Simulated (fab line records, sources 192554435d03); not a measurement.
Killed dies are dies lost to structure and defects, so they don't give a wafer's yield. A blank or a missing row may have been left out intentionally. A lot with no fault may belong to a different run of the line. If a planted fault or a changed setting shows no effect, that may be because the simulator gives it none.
Which of the tools did it?    flow n5Finfet    11 lots (33 wafers sampled), 1 step of a 1938-step route

WHAT THE GAUGES READ, wafer by wafer
N5_FIN_SAQP_OVL_MEAS_17.
lot   measured     on          FIN_CORE_OVL (nm)
L215  day 1 22:10  overlay-02  0.0 0.0 -0.6
L217  day 2 09:23  overlay-01  -0.4 0.2 -0.5
L218  day 2 15:51  overlay-02  -1.5 0.0 -1.7
L221  day 3 10:05  overlay-01  -0.4 -0.2 -0.7
L222  day 3 16:16  overlay-01  -0.5 -0.1 -0.3
L223  day 4 00:12  overlay-01  -1.5 -0.8 -0.6
L230  day 5 15:49  overlay-02  0.0 0.7 0.0
L231  day 5 21:34  overlay-01  -0.4 -0.1 -0.1
L234  day 6 16:23  overlay-02  0.2 -1.3 -0.2
L235  day 6 21:48  overlay-02  1.5 0.5 -0.5
L238  day 7 15:17  overlay-02  -0.6 0.6 -0.2

EACH LOT AND THE TOOL THAT RAN IT (in order: tool; ch and the chambers of the sampled wafers; start)
Before these readings, the record contains no process step.

AS READ BY THE TOOLS THEMSELVES (means over the sampled wafers that have a number; for cases with no such wafer, the mark the record gives instead)
The record holds no such reading with a usual standard deviation.

THE ANSWER, worked out from the rows above alone
Rule: the usual values come from the lots themselves. The widest of any qualifying gaps counts: lots, ordered by their means at a reading, are off when they make up no more than a third of the lots, leave a main group of 4 or more, and stand apart from it by 3 or more times the standard deviation of that group's means. A main group whose means are all the same, to the digits that the tables above print for the reading, isn't used. A lot without any number at a reading at which 4 lots or more have one is off too. Where the step has rows for the other lots, those lots are counted as sound. The gauges are gone through in route order, then the tools' own readings, and for those a lot's mean is taken as printed above. The first step at which some lot is off is used, and at that step the reading that is off furthest; a lot without a number counts as furthest.
Across all readings shown, no lot is off: no conclusion can be drawn from this.

WHAT THE SIMULATOR HAD INSERTED
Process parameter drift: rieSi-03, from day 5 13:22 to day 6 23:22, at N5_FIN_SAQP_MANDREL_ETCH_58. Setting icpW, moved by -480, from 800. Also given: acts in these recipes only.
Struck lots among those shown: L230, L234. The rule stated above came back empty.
